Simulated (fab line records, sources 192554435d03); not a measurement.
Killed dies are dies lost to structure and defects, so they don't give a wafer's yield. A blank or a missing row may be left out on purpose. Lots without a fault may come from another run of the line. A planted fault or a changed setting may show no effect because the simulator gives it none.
Split-lot experiment | flow n5_finfet | 7 lots, 21 wafers read, on a route of 1938 steps

THE SPLIT
At N5_BEOL_M8_HM_DEP_02 (deposits TiN, target thk 20 nm), the setting target_thk_a was moved away from the recipe's 200 angstrom on 6 of the 21 wafers read, by -13.5% to +12.5%. The other wafers ran this setting at the recipe's value.

FROM THE SPLIT TO THE READING: what the file shows between them, 4 steps
- N5_BEOL_M8_COAT_59: time 60 s, resist thk 100 nm
- N5_BEOL_M8_COAT_60: time 60 s, resist thk 35 nm
- N5_BEOL_M8_STRIP_68: strips in N2/H2
- N5_BEOL_M8_STRIP_67: strips in CF4

THE READING
etch.depth_nm (the simulator's own value, which no gauge read), in nm, at N5_BEOL_M8_HM_OPEN_17 (chemistry Cl2/BCl3, target TiN, target depth 20 nm, overetch 6 nm). The file gives no usual value for it. The 15 wafers here that ran the recipe average 19.80 nm, standard deviation 0.24 nm.

wafer  | tool, chamber at the split | target_thk_a as run, angstrom | against the recipe | etch.depth_nm, nm | against lot-mates on the recipe
L075.2 | pvd_sputter-01, -          | 200                           | recipe             | 19.92             | -
L075.5 | pvd_sputter-01, -          | 200                           | recipe             | 20.02             | -
L075.6 | pvd_sputter-01, -          | 200                           | recipe             | 19.73             | -
L076.2 | pvd_sputter-01, -          | 200                           | recipe             | 19.57             | -
L076.5 | pvd_sputter-01, -          | 200                           | recipe             | 19.45             | -
L076.6 | pvd_sputter-01, -          | 200                           | recipe             | 19.63             | -
L078.1 | pvd_sputter-02, -          | 200                           | recipe             | 20                | -
L078.3 | pvd_sputter-02, -          | 224.9                         | +12.5%             | 22.59             | +2.52
L078.6 | pvd_sputter-02, -          | 200                           | recipe             | 20.14             | -
L081.1 | pvd_sputter-03, -          | 200                           | recipe             | 20.02             | -
L081.4 | pvd_sputter-03, -          | 200                           | recipe             | 19.91             | -
L081.6 | pvd_sputter-03, -          | 200                           | recipe             | 19.81             | -
L085.1 | pvd_sputter-01, -          | 173.1                         | -13.5%             | 16.51             | -2.72
L085.3 | pvd_sputter-01, -          | 173.1                         | -13.5%             | 16.61             | -2.62
L085.6 | pvd_sputter-01, -          | 200                           | recipe             | 19.23             | -
L096.1 | pvd_sputter-03, -          | 200                           | recipe             | 19.72             | -
L096.3 | pvd_sputter-03, -          | 211.5                         | +5.8%              | 20.96             | +1.24
L096.4 | pvd_sputter-03, -          | 211.5                         | +5.8%              | 21.02             | +1.30
L097.2 | pvd_sputter-02, -          | 200                           | recipe             | 19.92             | -
L097.3 | pvd_sputter-02, -          | 178.1                         | -11.0%             | 17.71             | -2.23
L097.6 | pvd_sputter-02, -          | 200                           | recipe             | 19.96             | -

THE FIT
A straight line over all 21 wafers: etch.depth_nm changes by +0.225 nm for each +1% of target_thk_a; r = +0.98; the points scatter about the line by 0.24 nm.
The same after taking each lot's own level away (the mean of its wafers on the recipe; 21 wafers): +0.203 nm for each +1%; r = +1.00; scatter 0.081 nm.
On that fit, the largest move of target_thk_a shifts the reading by 2.7 nm.
The lots' own levels span 19.230 to 20.070 nm, that is 3.5 times the standard deviation above.
So the lot-to-lot level changes the slope: the two fits differ.
Check: with one of the wafers moved furthest among these (-13.5%) left out of the fit, the line predicts -2.71 nm for it against its lot-mates. It came out at -2.72 nm against them.

OTHER SPLITS ON THESE WAFERS
These wafers also went through other splits before the reading. Each is held against what the fit with the lots' levels taken away leaves over:
other split on the same wafers | wafers away from the commonest value | r with etch.depth_nm (lot level and that fit taken away)
N5_BEOL_M6_ALD_77 ald_cycles   | 9                                    | +0.17
N5_BEOL_M8_ILD_DEP_00 time_s   | 7                                    | +0.24

THE WHOLE CHAIN: every reading that the file lists as answering this split, in the file's order
step                  | what it does                                                      | reading                                                                          | change (the file's fit)               | r (the file's)
N5_BEOL_M8_HM_DEP_02  | deposits TiN, target thk 20 nm                                    | TiN_of_BEOL_M8_HM_DEP_02.thk_nm (the simulator's own value, which no gauge read) | +0.199 nm for each +1% of the setting | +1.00
N5_BEOL_M8_HM_OPEN_17 | chemistry Cl2/BCl3, target TiN, target depth 20 nm, overetch 6 nm | etch.depth_nm (the simulator's own value, which no gauge read)                   | +0.203 nm for each +1% of the setting | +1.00

THE FILE'S OWN FIT
etch.depth_nm changes by +0.203 nm for each +1% of target_thk_a, r = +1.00.
